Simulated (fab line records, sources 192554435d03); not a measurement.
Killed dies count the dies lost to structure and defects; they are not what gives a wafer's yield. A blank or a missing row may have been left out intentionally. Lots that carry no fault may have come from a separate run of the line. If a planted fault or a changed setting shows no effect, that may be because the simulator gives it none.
Chamber matching | flow n5-finfet | N5_BEOL_M10_STRIP_36 on rie-diel-01: 4 sister chambers
The step strips in N2/H2. 7 wafers are shown with their chamber, then 9 later ones without.

## WAFERS, EACH WITH ITS CHAMBER
wafer  | chamber | drypump-motor-current-A (A) | showerhead-plenum-p-Torr (Torr)
L074.3 | 2       | 6.4                         | 2.60
L077.1 | 0       | 5.4                         | 2.56
L086.1 | 0       | 5.5                         | 2.54
L086.5 | 1       | 6.1                         | 2.51
L087.2 | 1       | 6.1                         | 2.51
L087.4 | 3       | 5.3                         | 2.51
L087.6 | 3       | 5.3                         | 2.51

## WAFERS WITHOUT THEIR CHAMBER
wafer  | drypump-motor-current-A (A) | showerhead-plenum-p-Torr (Torr)
L089.2 | 5.5                         | 2.54
L089.4 | 5.3                         | 2.51
L089.6 | 6.1                         | 2.51
L091.4 | 5.3                         | 2.51
L091.5 | 6.1                         | 2.51
L091.6 | 6.3                         | 2.59
L092.1 | 6.4                         | 2.58
L092.2 | 5.4                         | 2.54
L092.4 | 5.3                         | 2.51

## THE CHAMBER EACH PASSED THROUGH
wafer  | from the rows above | in truth
L089.2 | 0                   | 0
L089.4 | 3                   | 3
L089.6 | 1                   | 1
L091.4 | 3                   | 3
L091.5 | 1                   | 1
L091.6 | 2                   | 2
L092.1 | 2                   | 2
L092.2 | 0                   | 0
L092.4 | 3                   | 3
Correct placement for 9 of the 9. Left unplaced by these rows: 0. Wrongly placed: 0.
How it was worked out, from the rows above alone: a wafer's distance from a chamber is the root of the sum, over the readings, of the square of ((its reading less the chamber's mean) divided by the reading's scatter). The wafer belongs to the nearest chamber; if the next one is less than 2 further off, it can't be placed. The mean given for a chamber averages the wafers shown for that chamber. The scatter: the root of (the sum of the squares of (reading less its chamber's mean) over the shown wafers, divided by (wafers less chambers)).
